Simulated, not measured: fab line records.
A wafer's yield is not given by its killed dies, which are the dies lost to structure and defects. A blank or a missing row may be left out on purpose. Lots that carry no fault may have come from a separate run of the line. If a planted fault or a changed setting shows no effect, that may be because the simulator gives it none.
Problem report, 8D (eight disciplines) form, completed by code ; flow n5Finfet ; the parts of the form that need people (team, actions taken, sign-off) are left out

1. WHAT WENT WRONG
killedAtFrontEnd at N5_PASSIVATION_PROBE_49 reads a mean of 859 on 4 wafers of 3 lots; wafers without a fault read 42 with a standard deviation of 12. That is +68 standard deviations from the usual mean.
First observed at day 16 13:37: wafer L602.5, on prober-01. The record has a number at this step for 7 wafers belonging to 3 lots. The rule behind "out" and "out of limits": a value lying over 4 standard deviations away from the usual mean. Any other wafer with a number is counted as sound.

2. WHAT IT IS; WHAT IT IS NOT
question;is;is not
which readings at this step;killedAtFrontEnd, killedDies, killedOnRim;killed_at_M0_to_M3, killed_at_M4_up, killedAtContacts, killedAtOther, killedOpen, killedShort
which lots;L600, L602, L606;-
which wafers of those lots;L600.1, L602.5, L606.1, L606.5;L600.3, L602.3, L606.6
read on which tools;prober-01, prober-02;-
when;from day 16 13:37;"up to then (1 sound wafer); but 2 sound wafers of L600, L606 came after"

3. THE SUSPECTS, EACH WITH WHAT RULES IT OUT
Counting: a tool at a process step up to the reading stays a suspect if it ran every lot that is out. Sound lots after the first of them don't rule it out here, since some wafers of a struck lot are sound.
- rieDiel-02 at N5_SDB_ETCH_18 (etches SOC in N2/H2, target depth 100 nm, overetch 20 nm, time 150 s): kept. It ran every lot that is out, first L600 (day 7 07:28).
Left after counting: rieDiel-02 at N5_SDB_ETCH_18.

4. THE CAUSE (what the simulator had put in)
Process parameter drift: rieDiel-02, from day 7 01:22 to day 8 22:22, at N5_SDB_ETCH_18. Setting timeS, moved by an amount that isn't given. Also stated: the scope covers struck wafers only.
After counting, this tool was the only one left.

5. SEQUENCE OF EFFECTS, ordered by route
Rows list readings where the struck wafers' mean (over those with a number) sits beyond 3 standard deviations from the usual. Readings are gone through only where the record gives a usual standard deviation; hours: the median, over the lots, of the time from a lot's start at the first step in this table giving one to that lot's start at this step; sigmas: the change measured in usual standard deviations.
hours;step;reading;usual;on struck wafers;change;sigmas
0;N5_PASSIVATION_PROBE_49;killedAtFrontEnd;42;859;+817;+68
0;N5_PASSIVATION_PROBE_49;killedDies;108;921;+813;+45
0;N5_PASSIVATION_PROBE_49;killedOnRim;15;74;+59;+14
It contains these process steps:
- N5_PASSIVATION_PROBE_49

6. HOW IT WOULD HAVE BEEN CAUGHT EARLIER
228 hours passed between the start of the fault at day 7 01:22 and the first reading out of limits in this record, taken at day 16 13:37.
Of the tool readings at N5_SDB_ETCH_18 for which the record gives a usual standard deviation, none was out on any struck wafer, so an alarm limit of 4 standard deviations on them would not have fired.
By day 16 13:37 the whole set of lots that are out, 3 in number, had already begun N5_SDB_ETCH_18 on rieDiel-02. Tool hold at that time: it would have spared none of them.
